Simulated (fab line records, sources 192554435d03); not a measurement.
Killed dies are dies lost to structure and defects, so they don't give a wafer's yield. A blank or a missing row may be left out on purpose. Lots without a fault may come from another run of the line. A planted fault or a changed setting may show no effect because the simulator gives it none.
Which tool did it? | flow n5_finfet | 10 lots, 27 wafers sampled, at 7 steps of a route of 1938

WHAT THE GAUGES READ, wafer by wafer
N5_BEOL_M1_THK_MEAS_53: measures by xrf.
lot  | measured     | on            | M1_THK (nm)
L627 | day 6 08:00  | film_metro-01 | 42.7 39.1
L628 | day 6 11:56  | film_metro-02 | 41.3 43.6 40.6
L629 | day 6 16:22  | film_metro-01 | 38.8 41.6
L637 | day 8 14:44  | film_metro-01 | 38.6 40.1 38.6
L639 | day 9 08:40  | film_metro-02 | 39.2 40.7 39.6
L643 | day 9 23:12  | film_metro-01 | 40.3 43.2 41.0
L645 | day 10 16:02 | film_metro-02 | 41.8 40.7 42.5
L648 | day 11 13:05 | film_metro-01 | 38.2 41.2
L649 | day 11 20:44 | film_metro-01 | 39.9 41.0 41.3
L650 | day 12 06:56 | film_metro-02 | 39.9 40.7 41.6

N5_BEOL_M1_INSPECT_59: inspects for defects (darkfield).
lot  | measured     | on                | raw_defect_count
L627 | day 6 08:17  | defect_inspect-02 | 67 102
L628 | day 6 12:16  | defect_inspect-02 | 54 61 24
L629 | day 6 16:39  | defect_inspect-01 | 52 77
L637 | day 8 15:01  | defect_inspect-01 | 354 336 357
L639 | day 9 08:57  | defect_inspect-02 | 378 408 372
L643 | day 9 23:32  | defect_inspect-01 | 74 73 90
L645 | day 10 16:20 | defect_inspect-01 | 79 70 65
L648 | day 11 13:24 | defect_inspect-02 | 44 41
L649 | day 11 21:01 | defect_inspect-02 | 61 64 49
L650 | day 12 07:14 | defect_inspect-01 | 65 61 55

N5_BEOL_M2_INSPECT_13: inspects for defects (brightfield).
lot  | measured     | on                | raw_defect_count
L627 | day 6 10:54  | defect_inspect-01 | 486 404
L628 | day 6 13:29  | defect_inspect-02 | 318 458 278
L629 | day 6 17:57  | defect_inspect-01 | 324 307
L637 | day 8 15:58  | defect_inspect-01 | 570 653 686
L639 | day 9 09:58  | defect_inspect-01 | 661 658 709
L643 | day 10 02:02 | defect_inspect-02 | 405 431 442
L645 | day 10 17:31 | defect_inspect-01 | 304 395 452
L648 | day 11 16:41 | defect_inspect-01 | 302 388
L649 | day 12 02:25 | defect_inspect-01 | 333 418 411
L650 | day 12 09:01 | defect_inspect-01 | 335 338 292

N5_BEOL_M4_RC_MEAS_101.
lot  | measured     | on        | DIBL_N (mV/V)  | DIBL_P (mV/V)  | IOFF_N (nA/um) | IOFF_P (nA/um) | ION_N (uA/um) | ION_P (uA/um) | SS_N (mV/dec)  | SS_P (mV/dec)  | VT_N (mV)   | VT_P (mV)
L627 | day 7 13:00  | prober-02 | 36.6 34.4      | 35.7 33.3      | 0.16 0.13      | 0.23 0.19      | 678 683       | 469 473       | 72.4 71.6      | 73.7 73.3      | 250 252     | -252 -250
L628 | day 7 15:59  | prober-02 | 36.3 36.8 38.4 | 36.0 36.5 37.9 | 0.14 0.14 0.17 | 0.21 0.21 0.25 | 683 665 676   | 471 462 464   | 71.0 71.5 71.2 | 73.8 73.4 74.0 | 254 253 250 | -254 -253 -251
L629 | day 7 19:15  | prober-02 | 33.4 35.0      | 33.4 36.1      | 0.12 0.15      | 0.15 0.20      | 664 661       | 452 453       | 70.8 71.6      | 72.9 73.3      | 258 249     | -254 -251
L637 | day 9 19:12  | prober-01 | 34.6 36.0 35.9 | 34.2 36.7 36.5 | 0.14 0.18 0.17 | 0.17 0.20 0.20 | 675 683 694   | 458 469 469   | 71.9 71.6 72.3 | 73.1 73.8 74.3 | 252 249 249 | -255 -251 -252
L639 | day 10 13:17 | prober-02 | 34.2 36.8 36.3 | 36.2 39.3 38.6 | 0.13 0.18 0.17 | 0.19 0.24 0.24 | 672 669 689   | 466 461 475   | 70.9 72.6 71.2 | 72.7 73.5 74.0 | 253 246 247 | -252 -248 -247
L643 | day 11 05:26 | prober-02 | 37.3 33.8 35.9 | 38.7 33.8 36.8 | 0.19 0.12 0.17 | 0.27 0.20 0.24 | 687 680 680   | 475 476 469   | 71.9 70.7 71.6 | 73.0 72.2 73.1 | 245 252 247 | -241 -248 -244
L645 | day 11 21:50 | prober-01 | 37.7 37.0 38.1 | 38.2 36.0 37.4 | 0.18 0.15 0.19 | 0.22 0.20 0.23 | 687 668 676   | 465 461 464   | 71.7 72.2 72.0 | 73.5 73.6 73.1 | 249 250 250 | -252 -255 -248
L648 | day 12 17:08 | prober-01 | 36.8 38.1      | 35.2 37.4      | 0.15 0.17      | 0.19 0.21      | 667 689       | 454 464       | 71.3 71.6      | 73.0 74.0      | 253 246     | -254 -253
L649 | day 13 07:39 | prober-01 | 34.2 37.2 36.9 | 32.7 37.0 36.4 | 0.10 0.15 0.14 | 0.14 0.19 0.19 | 656 667 666   | 455 456 463   | 70.4 71.2 71.6 | 71.8 72.6 72.9 | 257 251 252 | -254 -253 -255
L650 | day 13 10:01 | prober-01 | 37.9 39.1 39.1 | 38.5 41.1 41.7 | 0.19 0.23 0.25 | 0.23 0.28 0.29 | 687 697 708   | 466 472 478   | 71.7 73.3 72.5 | 74.6 74.0 74.3 | 248 245 243 | -249 -248 -248

WHICH TOOL RAN EACH LOT (tool, then ch and the chambers of the sampled wafers, then the start)
lot  | N5_BEOL_M1_STRIP_97                           | N5_BEOL_M1_ANNEAL_89         | N5_BEOL_M1_PRE_CLEAN_60
L627 | rie_diel-03 ch 0,3, day 6 06:25 or earlier    | pvd_sputter-03, day 6 06:25  | cvd_co-01 ch 0,2, day 6 08:02
L628 | rie_diel-03 ch 1,2,3, day 6 10:04 or earlier  | pvd_sputter-01, day 6 10:04  | cvd_co-02 ch 0,2, day 6 11:59
L629 | rie_diel-01 ch 1,3, day 6 14:35 or earlier    | pvd_sputter-03, day 6 14:35  | cvd_co-01 ch 1,2, day 6 16:24
L637 | rie_diel-03 ch 0,1,3, day 8 12:55 or earlier  | pvd_sputter-02, day 8 12:55  | cvd_co-02 ch 0,2, day 8 14:46
L639 | rie_diel-01 ch 0,2,3, day 9 07:04 or earlier  | pvd_sputter-01, day 9 07:04  | cvd_co-02 ch 0,2, day 9 08:42
L643 | rie_diel-01 ch 0,2,3, day 9 21:37 or earlier  | pvd_sputter-03, day 9 21:37  | cvd_co-01 ch 1,2, day 9 23:16
L645 | rie_diel-03 ch 0,1,2, day 10 14:26 or earlier | pvd_sputter-03, day 10 14:26 | cvd_co-01 ch 0,1,2, day 10 16:05
L648 | rie_diel-01 ch 1,2, day 11 11:28 or earlier   | pvd_sputter-01, day 11 11:28 | cvd_co-01 ch 0,1, day 11 13:07
L649 | rie_diel-01 ch 1,2,3, day 11 19:07 or earlier | pvd_sputter-01, day 11 19:07 | cvd_co-02 ch 1,2, day 11 20:46
L650 | rie_diel-03 ch 0,1,2, day 12 05:13 or earlier | pvd_sputter-01, day 12 05:13 | cvd_co-01 ch 0,1,2, day 12 06:59
- N5_BEOL_M1_STRIP_97: strips in N2/H2, time 10 s.
- N5_BEOL_M1_ANNEAL_89: time 240 s.
- N5_BEOL_M1_PRE_CLEAN_60: time 15 s.

WHAT THE TOOLS THEMSELVES READ (means of the sampled wafers that have a number; where no wafer has one, the mark that the record gives instead)
N5_BEOL_M1_STRIP_97.
lot  | tool        | bias_power_w (W) | drypump_motor_current_A (A) | oes_product_au (a.u.) | rf_vpp_V (V) | showerhead_plenum_p_Torr (Torr) | throttle_valve_pct (%)
L627 | rie_diel-03 | 7.004            | 5.7                         | 0.72                  | 59.0         | 2.58                            | 23.9
L628 | rie_diel-03 | 6.992            | 5.5                         | 0.81                  | 58.8         | 2.52                            | 23.6
L629 | rie_diel-01 | 7.000            | 5.5                         | 0.78                  | 59.0         | 2.51                            | 23.6
L637 | rie_diel-03 | 6.974            | 5.8                         | 0.78                  | 58.5         | 2.55                            | 23.9
L639 | rie_diel-01 | 6.985            | 5.1                         | 0.74                  | 58.5         | 2.51                            | 24.1
L643 | rie_diel-01 | 6.993            | 5.1                         | 0.74                  | 59.0         | 2.51                            | 24.0
L645 | rie_diel-03 | 7.004            | 5.7                         | 0.78                  | 57.8         | 2.48                            | 23.7
L648 | rie_diel-01 | 7.011            | 5.4                         | 0.91                  | 59.5         | 2.54                            | 23.8
L649 | rie_diel-01 | 7.009            | 5.4                         | 0.83                  | 58.6         | 2.50                            | 23.8
L650 | rie_diel-03 | 7.010            | 5.7                         | 0.76                  | 58.9         | 2.47                            | 23.7

N5_BEOL_M1_ANNEAL_89.
lot  | tool           | heater_power_w (W)
L627 | pvd_sputter-03 | 812
L628 | pvd_sputter-01 | 818
L629 | pvd_sputter-03 | 829
L637 | pvd_sputter-02 | 780
L639 | pvd_sputter-01 | 844
L643 | pvd_sputter-03 | 843
L645 | pvd_sputter-03 | 808
L648 | pvd_sputter-01 | 798
L649 | pvd_sputter-01 | 811
L650 | pvd_sputter-01 | 849

N5_BEOL_M1_PRE_CLEAN_60.
lot  | tool      | heater_power_w (W)
L627 | cvd_co-01 | 72
L628 | cvd_co-02 | 77
L629 | cvd_co-01 | 67
L637 | cvd_co-02 | 76
L639 | cvd_co-02 | 80
L643 | cvd_co-01 | 65
L645 | cvd_co-01 | 67
L648 | cvd_co-01 | 62
L649 | cvd_co-02 | 84
L650 | cvd_co-01 | 69

THE ANSWER, worked out from the rows above alone
Rule: what is usual is taken from the lots themselves. Put in order of their means at a reading, lots are off if they are a third of the lots or fewer, leave a main group of 4 or more, and stand apart from it by a gap of 3 or more times the standard deviation of the main group's means; of several such gaps the widest counts. A main group whose means are all the same, to the digits that the tables above print for the reading, isn't used. A lot without any number at a reading at which 4 lots or more have one is off too. The other lots that the step has rows for count as sound. The gauges are gone through in route order, then the tools' own readings, and for those a lot's mean is taken as printed above. The first step at which some lot is off is used, and at that step the reading that is off furthest; a lot without a number counts as furthest.
Off: L637, L639, at N5_BEOL_M1_INSPECT_59 (raw_defect_count). The main group: mean 63, standard deviation 14.
A tool fits if, at a process step before that reading, it ran every lot that is off, and no sound lot after the first of them. The gauges at N5_BEOL_M1_INSPECT_59 are tried like those tools. N5_BEOL_M1_STRIP_97 gives no start for some lots, so the hours and the order of its lots are those of N5_BEOL_M1_ANNEAL_89. None of those tried fits.

WHAT THE SIMULATOR HAD PUT IN
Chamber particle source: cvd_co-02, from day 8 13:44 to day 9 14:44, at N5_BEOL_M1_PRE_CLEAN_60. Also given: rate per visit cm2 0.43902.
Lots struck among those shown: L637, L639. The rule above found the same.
